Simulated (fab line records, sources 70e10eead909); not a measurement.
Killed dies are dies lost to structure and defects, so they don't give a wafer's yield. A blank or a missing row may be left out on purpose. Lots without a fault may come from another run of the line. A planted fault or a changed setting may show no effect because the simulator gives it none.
Which tool did it? | flow nand_harc | 12 lots, 36 wafers sampled, at 5 steps of a route of 1302

WHAT THE GAUGES READ, wafer by wafer
NHARC_P_GATE_OVL_MEAS_27.
lot  | measured     | on         | overlay_x_nm (nm) | overlay_y_nm (nm)
L696 | day 5 04:16  | overlay-02 | 1.4 1.2 1.3       | -0.5 -0.2 -0.5
L697 | day 5 07:16  | overlay-01 | -0.7 -1.2 -0.6    | -0.6 -0.6 -0.7
L698 | day 5 17:26  | overlay-01 | -2.7 -2.8 -2.4    | 0.7 0.7 0.5
L700 | day 6 16:47  | overlay-02 | -0.6 -0.1 0.0     | 1.1 1.2 1.2
L701 | day 6 21:31  | overlay-01 | -1.7 -2.0 -1.7    | 0.1 -0.5 -0.4
L702 | day 7 13:12  | overlay-01 | 1.0 0.9 0.9       | 0.1 -0.2 0.0
L704 | day 8 13:10  | overlay-02 | 1.6 1.6 1.3       | 0.6 0.7 0.3
L705 | day 8 18:56  | overlay-02 | 0.1 0.5 -0.2      | -1.5 -0.9 -1.5
L707 | day 9 21:51  | overlay-01 | 1.9 2.0 2.1       | -0.1 -0.5 0.0
L708 | day 10 01:46 | overlay-01 | -0.8 -0.9 -1.0    | 0.7 0.9 0.7
L710 | day 11 03:31 | overlay-01 | -0.3 -0.3 -0.4    | 0.2 -0.6 -0.4
L712 | day 11 22:52 | overlay-01 | 0.1 -0.3 -0.3     | 0.8 1.0 0.3

NHARC_P_GATE_CD_MEAS_46: target cd 720 nm.
lot  | measured     | on        | cd_nm (nm)
L696 | day 5 16:02  | cd_sem-03 | 717.2 715.0 716.9
L697 | day 5 19:04  | cd_sem-03 | 720.2 717.7 718.7
L698 | day 6 05:18  | cd_sem-02 | 721.8 719.9 723.0
L700 | day 7 04:34  | cd_sem-02 | 720.2 716.9 717.9
L701 | day 7 09:32  | cd_sem-03 | 717.9 716.9 718.2
L702 | day 8 01:07  | cd_sem-03 | 717.9 718.1 720.7
L704 | day 9 01:02  | cd_sem-03 | 719.6 720.3 717.4
L705 | day 9 06:51  | cd_sem-03 | 718.3 720.9 725.3
L707 | day 10 12:06 | cd_sem-02 | 716.9 719.4 718.7
L708 | day 10 15:47 | cd_sem-01 | 718.4 716.5 720.2
L710 | day 11 15:33 | cd_sem-03 | 721.6 720.5 718.2
L712 | day 12 10:49 | cd_sem-03 | 693.8 695.8 695.2

WHICH TOOL RAN EACH LOT (tool, then ch and the chambers of the sampled wafers, then the start)
lot  | NHARC_P_GATE_DEP_103           | NHARC_P_GATE_ETCHBACK_37                      | NHARC_P_GATE_EXPOSE_43
L696 | pecvd-02 ch 0,2, day 5 03:39   | rie_diel-11 ch 0,1,3, day 5 15:52 or earlier  | krf_scanner-03 ch 0, day 5 15:52
L697 | pecvd-02 ch 1,2, day 5 06:29   | rie_diel-07 ch 1,2,3, day 5 18:55 or earlier  | krf_scanner-01 ch 0, day 5 18:55
L698 | pecvd-03 ch 0,1,2, day 5 16:40 | rie_diel-03 ch 0,1, day 6 05:08 or earlier    | krf_scanner-02 ch 0, day 6 05:08
L700 | pecvd-02 ch 0,1,2, day 6 16:10 | rie_diel-07 ch 0,2,3, day 7 04:25 or earlier  | krf_scanner-01 ch 0, day 7 04:25
L701 | pecvd-03 ch 1,2, day 6 20:56   | rie_diel-11 ch 0,1,2, day 7 09:22 or earlier  | krf_scanner-02 ch 0, day 7 09:22
L702 | pecvd-02 ch 0,1, day 7 12:24   | rie_diel-07 ch 2,3, day 8 00:57 or earlier    | krf_scanner-01 ch 0, day 8 00:57
L704 | pecvd-03 ch 1,2, day 8 12:35   | rie_diel-03 ch 0,1,2, day 9 00:53 or earlier  | krf_scanner-01 ch 0, day 9 00:53
L705 | pecvd-02 ch 0,1,2, day 8 18:10 | rie_diel-11 ch 0,1,3, day 9 06:41 or earlier  | krf_scanner-02 ch 0, day 9 06:41
L707 | pecvd-03 ch 0,1,2, day 9 21:17 | rie_diel-07 ch 1,2,3, day 10 11:57 or earlier | krf_scanner-01 ch 0, day 10 11:57
L708 | pecvd-03 ch 0,1, day 10 01:01  | rie_diel-07 ch 1,2, day 10 15:38 or earlier   | krf_scanner-02 ch 0, day 10 15:38
L710 | pecvd-03 ch 0,1, day 11 02:48  | rie_diel-11 ch 0,2, day 11 15:24 or earlier   | krf_scanner-02 ch 0, day 11 15:24
L712 | pecvd-01 ch 0,2, day 11 22:14  | rie_diel-03 ch 1,2,3, day 12 10:40 or earlier | krf_scanner-02 ch 0, day 12 10:40
- NHARC_P_GATE_DEP_103: deposits SiON, target thk 30 nm.
- NHARC_P_GATE_ETCHBACK_37: etches the open film in CHF3/O2, target depth 34.5 nm, time 17.2 s.
- NHARC_P_GATE_EXPOSE_43: exposes mask P NSD, target cd 720 nm.

WHAT THE TOOLS THEMSELVES READ (means of the sampled wafers that have a number; where no wafer has one, the mark that the record gives instead)
NHARC_P_GATE_DEP_103.
lot  | tool     | heater_power_w (W) | rf_fwd_power_W (W)
L696 | pecvd-02 | 825                | 348.1
L697 | pecvd-02 | 781                | 350.0
L698 | pecvd-03 | 779                | 349.4
L700 | pecvd-02 | 853                | 348.3
L701 | pecvd-03 | 713                | 349.3
L702 | pecvd-02 | 840                | 348.6
L704 | pecvd-03 | 688                | 349.5
L705 | pecvd-02 | 874                | 347.1
L707 | pecvd-03 | 699                | 349.5
L708 | pecvd-03 | 769                | 348.7
L710 | pecvd-03 | 776                | 348.1
L712 | pecvd-01 | 813                | 348.4

NHARC_P_GATE_ETCHBACK_37.
lot  | tool        | drypump_motor_current_A (A) | mfc_ar_sccm (sccm) | oes_product_au (a.u.) | rf_fwd_power_W (W) | rf_vpp_V (V) | showerhead_plenum_p_Torr (Torr) | throttle_valve_pct (%)
L696 | rie_diel-11 | 5.7                         | 199.9              | 1.01                  | 489.5              | 371.8        | 2.45                            | 20.562
L697 | rie_diel-07 | 6.2                         | 200.4              | 1.00                  | 490.8              | 370.9        | 2.39                            | 20.576
L698 | rie_diel-03 | 5.8                         | 200.6              | 0.92                  | 487.3              | 369.7        | 2.37                            | 20.577
L700 | rie_diel-07 | 6.0                         | 200.1              | 0.95                  | 493.1              | 370.5        | 2.39                            | 20.570
L701 | rie_diel-11 | 5.9                         | 200.5              | 0.99                  | 487.2              | 371.6        | 2.44                            | 20.573
L702 | rie_diel-07 | 6.0                         | 200.0              | 1.00                  | 490.2              | 370.7        | 2.39                            | 20.569
L704 | rie_diel-03 | 5.8                         | 200.0              | 0.92                  | 487.5              | 370.6        | 2.41                            | 20.564
L705 | rie_diel-11 | 5.7                         | 199.7              | 1.00                  | 488.7              | 371.6        | 2.45                            | 20.577
L707 | rie_diel-07 | 6.2                         | 199.8              | 0.93                  | 490.9              | 370.2        | 2.39                            | 20.577
L708 | rie_diel-07 | 6.4                         | 200.0              | 0.98                  | 490.4              | 371.5        | 2.43                            | 20.583
L710 | rie_diel-11 | 6.0                         | 199.8              | 0.94                  | 488.9              | 372.4        | 2.50                            | 20.574
L712 | rie_diel-03 | 5.8                         | 200.4              | 0.99                  | 488.8              | 372.2        | 2.47                            | 20.570

THE ANSWER, worked out from the rows above alone
Rule: what is usual is taken from the lots themselves. Put in order of their means at a reading, lots are off if they are a third of the lots or fewer, leave a main group of 4 or more, and stand apart from it by a gap of 3 or more times the standard deviation of the main group's means; of several such gaps the widest counts. A main group whose means are all the same, to the digits that the tables above print for the reading, isn't used. A lot without any number at a reading at which 4 lots or more have one is off too. The other lots that the step has rows for count as sound. The gauges are gone through in route order, then the tools' own readings, and for those a lot's mean is taken as printed above. The first step at which some lot is off is used, and at that step the reading that is off furthest; a lot without a number counts as furthest.
Off: L712, at NHARC_P_GATE_CD_MEAS_46 (cd_nm). The main group: mean 719.0 nm, standard deviation 1.5.
A tool fits if, at a process step before that reading, it ran every lot that is off, and no sound lot after the first of them. The gauges at NHARC_P_GATE_CD_MEAS_46 are tried like those tools. NHARC_P_GATE_ETCHBACK_37 gives no start for some lots, so the hours and the order of its lots are those of NHARC_P_GATE_EXPOSE_43. Can't be told from this: 4 tools fit, pecvd-01 at NHARC_P_GATE_DEP_103, rie_diel-03 at NHARC_P_GATE_ETCHBACK_37, krf_scanner-02 at NHARC_P_GATE_EXPOSE_43, cd_sem-03 at NHARC_P_GATE_CD_MEAS_46.

WHAT THE SIMULATOR HAD PUT IN
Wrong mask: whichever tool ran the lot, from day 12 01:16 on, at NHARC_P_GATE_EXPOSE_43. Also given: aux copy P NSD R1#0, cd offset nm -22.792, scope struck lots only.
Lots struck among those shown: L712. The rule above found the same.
